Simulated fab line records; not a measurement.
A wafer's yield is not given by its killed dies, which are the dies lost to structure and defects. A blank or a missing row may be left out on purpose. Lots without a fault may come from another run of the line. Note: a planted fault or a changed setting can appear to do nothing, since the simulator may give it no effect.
fab line records	flow nandHarc
record lots=6	wafers=18	lastDay=33
route steps=1302 shown A_SLIT@946 A_SIN_REMOVE@947 A_WL_FILL@952 END@1302
lots with no fault: from the same line, run without faults
startH: hours from the record's opening day to when the first of the lot's shown wafers began	waitH: hours since the lot's step before	" same as the row above	L1.1+2: a single row standing in for several wafers	- no value present, or no start provided	* or withheld: withheld	< > ~ a bound
route shown NAME@n: NAME is a module with steps in the file, n the number in the route of the first one	usual: mean/standard deviation taken from wafers without a fault	same: alike in all rows	chamber/n: place in a boat	sites: readings site by site	_std_site: how widely they spread, as a standard deviation	_edge_site: inner sites' mean taken away from outer sites' mean	radiusMm: how far each site lies from the wafer's centre	mask NAME#n: copy n	behind: the most recent tool/chamber to have shaped the wafer	hold: why the lot went on hold/how many hours it stayed there/how the hold came to an end	device: whichever transistor did not switch (one of n, p or np)	end of line: at the end of the route, the tests of the same wafers	a step given without rows: its recipe and nothing more	killed: dies lost to structure and defects at the first sort, not the wafer's yield	map: the dies of a wafer, with x for killed, . for not killed, _ for no die there
set.NAME: the run value of the setting; set.NAME@STEP: its run value at that earlier step	model.NAME: the simulator's own value behind a step, which no gauge read
certain route steps with their lots: each step a table, each wafer a row
services: a tool's chamber out of use, with start hour (startH, from the record's first day; less than 0 if before it), hours out, and reason
## steps
# step NHARC_A_SLIT_CD_MEAS_21
# usual cdNm=289.6/0.71
lot.wafer	tool	chamber	startH	waitH	cdNm
L518.1	cdSem-02	-	493.64	-	289.8
L518.3	"	-	"	"	290.5
L518.5	"	-	"	"	290.0
L529.1	cdSem-01	-	585.65	-	289.3
L529.4	"	-	"	"	289.1
L529.6	"	-	"	"	288.8
L527.1	cdSem-03	-	589.14	-	288.1
L527.3	"	-	"	"	288.4
L527.5	"	-	"	"	288.1
L531.1	cdSem-03	-	615.11	-	289.4
L531.4	"	-	"	"	290.4
L531.6	"	-	"	"	289.8
L530.3	cdSem-01	-	627.27	-	290.0
L530.4	"	-	"	"	290.7
L530.5	"	-	"	"	289.9
L537.3	cdSem-01	-	681.98	-	290.7
L537.4	"	-	"	"	290.6
L537.6	"	-	"	"	290.3
# step NHARC_A_SIN_REMOVE_WET_00
# recipe tempC=160	timeS=15300	chemistry=H3PO4
# step NHARC_A_SIN_REMOVE_PRECLEAN_01
# recipe timeS=*	tempC=50	bathAgeMin=0	chemistry=SC1
# step NHARC_A_SIN_REMOVE_SRD_02
# step NHARC_A_SIN_REMOVE_INSPECT_04
# usual rawDefectCount=406/89
lot.wafer	tool	chamber	startH	waitH	rawDefectCount
L518.1	defectInspect-01	-	500.15	0.0	514
L518.3	"	-	"	"	398
L518.5	"	-	"	"	348
L529.1	defectInspect-01	-	592.34	0.1	603
L529.4	"	-	"	"	431
L529.6	"	-	"	"	453
L527.1	defectInspect-01	-	595.82	0.0	436
L527.3	"	-	"	"	406
L527.5	"	-	"	"	466
L531.1	defectInspect-02	-	621.80	0.0	607
L531.4	"	-	"	"	371
L531.6	"	-	"	"	364
L530.3	defectInspect-02	-	633.95	0.0	378
L530.4	"	-	"	"	390
L530.5	"	-	"	"	372
L537.3	defectInspect-01	-	688.54	0.0	440
L537.4	"	-	"	"	465
L537.6	"	-	"	"	495
# step NHARC_A_WL_FILL_ALD_00
# recipe targetThkA=30	pulseTimeS=3	aldCycles=30	tempC=300	material=Al2O3
# usual heaterPowerW=481/43	precursorPulseHeightRel=1.000/0.019
# same pulseTimeS=3
lot.wafer	tool	chamber	startH	waitH	heaterPowerW	precursorPulseHeightRel
L518.1	aldHk-03	3	500.21	0.1	458	1.002
L518.3	"	1	"	"	427	0.988
L518.5	"	0	"	"	520	1.035
L529.1	aldHk-03	1	592.43	0.1	410	0.997
L529.4	"	3	"	"	450	1.029
L529.6	"	1	"	"	415	0.976
L527.1	aldHk-02	0	595.88	0.1	440	0.991
L527.3	"	1	"	"	453	0.997
L527.5	"	0	"	"	432	1.005
L531.4	aldHk-02	1	621.92	0.1	446	1.021
L531.1	"	2	"	"	453	0.977
L531.6	"	3	"	"	439	1.017
L530.4	aldHk-03	1	634.04	0.1	405	1.011
L530.3	"	3	"	"	466	0.976
L530.5	"	0	"	"	510	1.019
L537.4	aldHk-02	3	688.60	0.1	452	1.010
L537.3	"	1	"	"	462	0.985
L537.6	"	3	"	"	434	0.999
# step NHARC_A_WL_FILL_RTA_01
# recipe tempC=1000	timeS=5
# usual lampPowerPct=27.5/1	wafer_temp_C_max=1008.5/1.4
# same timeS=5
lot.wafer	tool	chamber	startH	waitH	lampPowerPct	wafer_temp_C_max
L518.1	rtpAnneal-01	0	500.49	-	26.7	1009.7
L518.3	"	0	"	"	26.7	1010.2
L518.5	"	0	"	"	26.7	1007.8
L529.1	rtpAnneal-01	0	592.67	-	26.7	1008.0
L529.4	"	0	"	"	26.6	1007.0
L529.6	"	0	"	"	26.6	1007.0
L527.1	rtpAnneal-02	0	596.14	-	28.7	1006.6
L527.3	"	0	"	"	28.7	1008.7
L527.5	"	0	"	"	28.7	1007.9
L531.1	rtpAnneal-02	0	622.13	-	28.7	1009.0
L531.4	"	0	"	"	28.7	1008.5
L531.6	"	0	"	"	28.7	1009.7
L530.3	rtpAnneal-01	0	634.34	-	26.7	1011.1
L530.4	"	0	"	"	26.7	1009.0
L530.5	"	0	"	"	26.7	1008.3
L537.3	rtpAnneal-02	0	689.06	-	28.8	1010.3
L537.4	"	0	"	"	28.7	1010.1
L537.6	"	0	"	"	28.7	1009.9
# step NHARC_A_WL_FILL_ALD_02
# recipe targetThkA=20	pulseTimeS=3	aldCycles=100	tempC=450	material=TiN
# usual heaterPowerW=1050/93	precursorPulseHeightRel=1.000/0.016
# same pulseTimeS=3
lot.wafer	tool	chamber	startH	waitH	heaterPowerW	precursorPulseHeightRel
L518.1	aldMetal-04	0	500.70	0.2	1137	1.037
L518.3	"	2	"	"	893	0.959
L518.5	"	0	"	"	1168	0.999
L529.1	aldMetal-04	1	592.92	0.2	862	1.005
L529.4	"	2	"	"	878	0.981
L529.6	"	1	"	"	885	0.991
L527.1	aldMetal-04	0	596.60	0.4	1158	0.998
L527.3	"	1	"	"	873	1.005
L527.5	"	2	"	"	873	0.978
L531.4	aldMetal-02	1	622.38	0.1	1018	1.011
L531.1	"	2	"	"	1200	0.981
L531.6	"	1	"	"	1004	0.986
L530.4	aldMetal-02	1	634.57	0.2	1030	1.041
L530.3	"	2	"	"	1211	0.990
L530.5	"	0	"	"	1204	1.021
L537.4	aldMetal-01	2	689.30	0.2	1048	1.010
L537.3	"	3	"	"	1051	1.028
L537.6	"	1	"	"	1000	0.985
# step NHARC_A_WL_FILL_CVD_03
# recipe targetThkA=400	tempC=300	pressureTorr=40	wf6FlowSccm=40	h2FlowSccm=1600	arFlowSccm=1560	timeS=279	material=W
# usual heaterPowerW=471/41	throttleValvePct=7.84/0.18
# same timeS=279
lot.wafer	tool	chamber	startH	waitH	heaterPowerW	throttleValvePct
L518.1	cvdW-01	1	501.14	0.1	470	7.68
L518.3	"	0	"	"	491	7.87
L518.5	"	1	"	"	486	7.73
L529.1	cvdW-01	0	593.32	0.1	507	7.86
L529.4	"	1	"	"	458	7.88
L529.6	"	1	"	"	459	7.74
L527.1	cvdW-02	0	597.01	0.1	533	7.83
L527.3	"	0	"	"	534	8.03
L527.5	"	1	"	"	421	8.02
L531.1	cvdW-02	1	622.83	0.1	425	7.72
L531.4	"	0	"	"	515	7.94
L531.6	"	1	"	"	413	7.91
L530.4	cvdW-01	0	635.04	0.2	501	8.16
L530.3	"	1	"	"	460	7.72
L530.5	"	0	"	"	503	8.06
L537.4	cvdW-01	1	689.76	0.2	454	7.93
L537.3	"	0	"	"	502	8.06
L537.6	"	0	"	"	500	8.26
# step NHARC_A_WL_FILL_ETCHBACK_04
# recipe targetDepthA=600	timeS=120	chemistry=NF3
# usual drypumpMotorCurrentA=5.9/0.51	oesProductAu=0.997/0.0079
# same timeS=120
lot.wafer	tool	chamber	startH	waitH	drypumpMotorCurrentA	oesProductAu	rfHoursCounterH
L518.1	rieMetal-03	1	501.58	0.4	6.1	0.996	2.9
L518.3	"	1	"	"	6.1	1.000	-
L518.5	"	1	"	"	6.0	0.991	-
L529.1	rieMetal-01	1	593.69	0.3	4.8	1.020	0.0
L529.4	"	1	"	"	4.9	1.001	-
L529.6	"	1	"	"	4.8	0.998	-
L527.1	rieMetal-02	1	597.33	0.3	6.0	0.990	2.5
L527.3	"	0	"	"	5.5	0.998	-
L527.5	"	0	"	"	5.5	0.998	-
L531.1	rieMetal-03	1	623.15	0.3	6.0	0.987	1.2
L531.4	"	0	"	"	6.5	0.997	-
L531.6	"	1	"	"	6.1	0.987	-
L530.4	rieMetal-03	1	635.40	0.3	6.0	0.990	-
L530.3	"	0	"	"	6.6	0.994	-
L530.5	"	0	"	"	6.6	0.996	-
L537.4	rieMetal-02	1	690.11	0.3	6.0	1.004	-
L537.3	"	0	"	"	5.5	1.006	-
L537.6	"	0	"	"	5.5	0.996	-
# step NHARC_A_WL_FILL_ETCHBACK_05
# recipe targetDepthA=220	timeS=60	tempC=40	chemistry=Cl2/BCl3
# usual drypumpMotorCurrentA=5.9/0.51	oesProductAu=0.997/0.0082
# same timeS=60
lot.wafer	tool	chamber	startH	waitH	drypumpMotorCurrentA	oesProductAu	rfHoursCounterH
L518.1	rieMetal-03	0	501.78	0.2	6.5	0.997	3.5
L518.3	"	0	"	"	6.5	0.986	-
L518.5	"	0	"	"	6.5	0.987	-
L529.1	rieMetal-01	0	593.95	0.2	5.8	0.999	0.1
L529.4	"	1	"	"	4.8	1.002	-
L529.6	"	1	"	"	4.8	1.004	-
L527.1	rieMetal-02	1	597.59	0.2	6.0	0.993	2.6
L527.3	"	0	"	"	5.5	1.003	-
L527.5	"	1	"	"	6.0	0.999	-
L531.1	rieMetal-03	1	623.39	0.2	6.0	0.992	1.4
L531.4	"	1	"	"	6.0	1.323	-
L531.6	"	0	"	"	6.5	1.320	-
L530.3	rieMetal-03	1	635.65	0.2	6.0	0.996	-
L530.4	"	0	"	"	6.5	1.320	-
L530.5	"	1	"	"	6.0	1.000	-
L537.3	rieMetal-02	0	690.31	0.1	5.5	0.994	-
L537.4	"	1	"	"	6.0	0.997	-
L537.6	"	1	"	"	6.0	0.992	-
# step NHARC_A_WL_FILL_STRIP_27
# recipe powerW=1500	tempC=250	timeS=20	chemistry=N2/H2
# step NHARC_END_SORT_01
# recipe tempC=25
# usual killedAtArray=60/21	killedAtOther=1.0/1.2	killedAtPeriphery=4.2/2.8	killedDies=65/20	killedOpen=3.1/1.8	killedShort=2.6/1.6
# same grossDies=677
lot.wafer	tool	chamber	startH	waitH	killedAtArray	killedAtOther	killedAtPeriphery	killedDies	killedOpen	killedShort
L518.1	prober-02	0	592.62	2.5	59	2	9	70	3	1
L518.3	prober-02	0	594.25	3.1	62	2	7	71	4	3
L518.5	prober-02	0	595.87	3.8	81	0	6	87	4	4
L529.1	prober-02	0	685.56	2.5	46	1	1	48	2	5
L529.4	prober-02	0	687.97	3.4	36	1	2	39	0	1
L529.6	prober-02	0	689.58	4.0	33	1	3	37	3	4
L527.1	prober-01	0	693.30	2.5	42	0	6	48	3	2
L527.3	prober-01	0	694.92	3.1	50	0	7	57	3	1
L527.5	prober-01	0	696.55	3.7	43	0	3	46	3	4
L531.1	prober-01	0	722.50	2.5	77	2	1	80	1	3
L531.4	prober-01	0	724.89	3.4	68	1	3	72	3	0
L531.6	prober-01	0	726.49	4.0	74	0	4	78	2	2
L530.3	prober-02	0	737.15	3.1	88	0	7	95	5	2
L530.4	prober-02	0	737.95	3.4	76	0	5	81	6	2
L530.5	prober-02	0	738.75	3.7	94	0	11	105	9	4
L537.3	prober-01	0	788.23	3.1	47	3	2	52	1	1
L537.4	prober-01	0	789.02	3.4	35	0	3	38	3	2
L537.6	prober-01	0	790.61	4.0	35	3	3	41	1	2
# killed by level:class
L518.1 A_CHANNEL_HOLE_D1:chamberFilmFlake=25 A_CHANNEL_HOLE_D2:chamberFilmFlake=23 P_GATE:chamberFilmFlake=8 A_CONTACT:chamberFilmFlake=3 A_STAIRCASE:chamberFilmFlake=2 THIN_TSV:chamberFilmFlake=2 A_SOURCE_PLATE:geometricParticle:open=1 A_CHANNEL_HOLE_D2:geometricParticle:short=1
L518.3 A_CHANNEL_HOLE_D1:chamberFilmFlake=28 A_CHANNEL_HOLE_D2:chamberFilmFlake=26 P_GATE:chamberFilmFlake=4 A_CONTACT:chamberFilmFlake=4 P_GATE:geometricParticle:short=1 P_M0:geometricParticle:open=1 P_M2:geometricParticle:short=1 A_DECK1_JOINT:geometricParticle:open=1
L518.5 A_CHANNEL_HOLE_D1:chamberFilmFlake=33 A_CHANNEL_HOLE_D2:chamberFilmFlake=32 A_CONTACT:chamberFilmFlake=7 P_GATE:chamberFilmFlake=4 A_STAIRCASE:chamberFilmFlake=2 P_CONTACT:geometricParticle:short=1 P_M0:geometricParticle:open=1 A_ONON_D1:geometricParticle:short=1
L529.1 A_CHANNEL_HOLE_D1:chamberFilmFlake=14 A_CHANNEL_HOLE_D2:chamberFilmFlake=11 A_SLIT:chamberFilmFlake=4 A_ONON_D2:geometricParticle:short=2 A_STAIRCASE:chamberFilmFlake=2 A_CHANNEL_FILL_D1:chamberFilmFlake=2 A_CONTACT:chamberFilmFlake=2 A_ONON_D1:geometricParticle:short=1
L529.4 A_CHANNEL_HOLE_D2:chamberFilmFlake=19 A_CHANNEL_HOLE_D1:chamberFilmFlake=5 A_SLIT:chamberFilmFlake=5 A_CHANNEL_FILL_D1:chamberFilmFlake=2 A_STAIRCASE:chamberFilmFlake=2 A_WL_FILL:chamberFilmFlake=2 A_CHANNEL_FILL_D1:geometricParticle:short=1 P_ZERO_WELL:chamberFilmFlake=1
L529.6 A_CHANNEL_HOLE_D2:chamberFilmFlake=13 A_CHANNEL_HOLE_D1:chamberFilmFlake=9 A_BLC:geometricParticle:open=2 A_SLIT:chamberFilmFlake=2 P_CONTACT:geometricParticle:short=1 P_CONTACT:geometricParticle:open=1 A_ONON_D2:geometricParticle:short=1 A_WL_FILL:geometricParticle:short=1
L527.1 A_SLIT:chamberFilmFlake=14 A_CHANNEL_HOLE_D1:chamberFilmFlake=9 P_CONTACT:chamberFilmFlake=6 A_WL_FILL:chamberFilmFlake=5 A_CONTACT:chamberFilmFlake=3 A_ZERO_WELL:chamberFilmFlake=2 A_BLC:chamberFilmFlake=2 A_ONON_D1:geometricParticle:short=1
L527.3 A_SLIT:chamberFilmFlake=37 A_CHANNEL_HOLE_D1:chamberFilmFlake=6 P_CONTACT:chamberFilmFlake=4 A_WL_FILL:chamberFilmFlake=3 P_CONTACT:geometricParticle:open=2 A_CONTACT:chamberFilmFlake=2 P_ZERO_WELL:geometricParticle:short=1 A_ONON_D2:geometricParticle:open=1
L527.5 A_SLIT:chamberFilmFlake=27 A_CHANNEL_HOLE_D1:chamberFilmFlake=6 A_M0:geometricParticle:open=2 A_M0:geometricParticle:short=2 A_STAIRCASE:chamberFilmFlake=2 P_CONTACT:geometricParticle:open=1 A_DECK1_JOINT:geometricParticle:short=1 A_WL_FILL:geometricParticle:short=1
L531.1 A_SLIT:chamberFilmFlake=31 A_CHANNEL_HOLE_D1:chamberFilmFlake=30 A_STAIRCASE:chamberFilmFlake=5 A_CHANNEL_FILL_D1:chamberFilmFlake=3 A_ZERO_WELL:chamberFilmFlake=2 A_SOURCE_PLATE:geometricParticle:short=1 A_ONON_D2:geometricParticle:short=1 A_M0:geometricParticle:short=1
L531.4 A_CHANNEL_HOLE_D1:chamberFilmFlake=36 A_SLIT:chamberFilmFlake=17 A_STAIRCASE:chamberFilmFlake=6 P_GATE:chamberFilmFlake=2 A_CHANNEL_FILL_D1:chamberFilmFlake=2 P_GATE:geometricParticle:open=1 A_BLC:geometricParticle:open=1 A_M0:geometricParticle:open=1
L531.6 A_SLIT:chamberFilmFlake=32 A_CHANNEL_HOLE_D1:chamberFilmFlake=27 A_STAIRCASE:chamberFilmFlake=7 P_GATE:chamberFilmFlake=2 P_M1:geometricParticle:short=1 A_ONON_D1:geometricParticle:open=1 A_SGD_CUT:geometricParticle:short=1 A_M0:geometricParticle:open=1
L530.3 A_CHANNEL_HOLE_D1:chamberFilmFlake=32 A_SLIT:chamberFilmFlake=27 A_CHANNEL_HOLE_D2:chamberFilmFlake=11 A_CONTACT:chamberFilmFlake=7 P_M1:chamberFilmFlake=4 A_STAIRCASE:chamberFilmFlake=4 A_ONON_D1:geometricParticle:open=2 P_GATE:chamberFilmFlake=2
L530.4 A_CHANNEL_HOLE_D1:chamberFilmFlake=28 A_SLIT:chamberFilmFlake=14 A_CONTACT:chamberFilmFlake=14 A_CHANNEL_HOLE_D2:chamberFilmFlake=8 A_M0:geometricParticle:open=2 P_STI:chamberFilmFlake=2 A_STAIRCASE:chamberFilmFlake=2 P_M0:geometricParticle:open=1
L530.5 A_CHANNEL_HOLE_D1:chamberFilmFlake=28 A_CHANNEL_HOLE_D2:chamberFilmFlake=20 A_SLIT:chamberFilmFlake=19 A_CONTACT:chamberFilmFlake=14 A_STAIRCASE:chamberFilmFlake=4 A_CHANNEL_FILL_D2:geometricParticle:open=2 P_GATE:chamberFilmFlake=2 P_M1:chamberFilmFlake=2
L537.3 A_SLIT:chamberFilmFlake=35 A_CONTACT:chamberFilmFlake=8 THIN_TSV:chamberFilmFlake=3 P_M0:geometricParticle:open=1 A_BLC:geometricParticle:short=1 P_M1:chamberFilmFlake=1 A_CHANNEL_HOLE_D1:chamberFilmFlake=1 A_DECK1_JOINT:chamberFilmFlake=1
L537.4 A_SLIT:chamberFilmFlake=16 A_CONTACT:chamberFilmFlake=8 A_ONON_D2:geometricParticle:open=2 P_M1:chamberFilmFlake=2 A_ZERO_WELL:chamberFilmFlake=2 A_CHANNEL_FILL_D1:chamberFilmFlake=2 A_ONON_D1:geometricParticle:short=1 A_CHANNEL_FILL_D2:geometricParticle:open=1
L537.6 A_SLIT:chamberFilmFlake=27 A_CONTACT:chamberFilmFlake=4 THIN_TSV:chamberFilmFlake=3 P_M0:geometricParticle:open=1 A_ONON_D2:geometricParticle:short=1 A_M0:geometricParticle:short=1 P_ZERO_WELL:chamberFilmFlake=1 P_M1:chamberFilmFlake=1
## services
tool	chamber	startH	hours	kind
rieMetal-03	1	476.65	3.3	repair
aldHk-03	-	498.87	0.6	repair
rieMetal-03	-	519.00	9.0	pm
rieMetal-03	0	519.00	9.0	ventCycle
rieMetal-03	1	519.00	9.0	ventCycle
aldMetal-01	-	526.00	10.0	pm
aldHk-02	-	526.95	2.3	repair
rieMetal-03	0	528.00	-	clean
rieMetal-03	1	528.00	-	clean
aldHk-02	-	535.14	10.0	pm
cvdW-02	0	537.19	6.3	repair
aldMetal-02	0	546.73	13.6	repair
cvdW-01	-	547.00	13.0	pm
rieMetal-01	1	556.61	7.8	repair
aldHk-03	-	572.63	10.0	pm
rieMetal-01	-	575.00	9.0	pm
rieMetal-01	1	598.20	1.6	repair
aldMetal-01	-	608.65	0.4	repair
aldMetal-02	-	610.00	10.0	pm
aldMetal-01	-	619.36	1.4	repair
cvdW-02	-	631.00	13.0	pm
rieMetal-02	-	631.00	9.0	pm
aldMetal-04	-	652.00	10.0	pm
rieMetal-01	-	666.97	0.9	repair
## key
firstSign step=NHARC_A_WL_FILL_ETCHBACK_05	reading=oesProductAu	direction=up	sigmas=40	usual=0.997	struck=1.321
effect none on later readings
metAt NHARC_A_WL_FILL_ETCHBACK_05
struckWafers L530.4,L531.4,L531.6
testerLeftOut L530,L531
onsetBetween 501.78 623.39
fault kind=processParameterDrift	tool=rieMetal-03	chamber=-	onsetH=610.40	steps=NHARC_A_WL_FILL_ETCHBACK_05	channel=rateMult	offset=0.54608	shape=step	endH=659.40	scope=struckWafersOnly
# testerLeftOut: of these lots the tester's yield and bins aren't shown, on N5 and GAA mostly nor the transistor test; their killed dies are dies lost to structure and defects alone, not to doping, threshold or leakage, so they don't give the yield
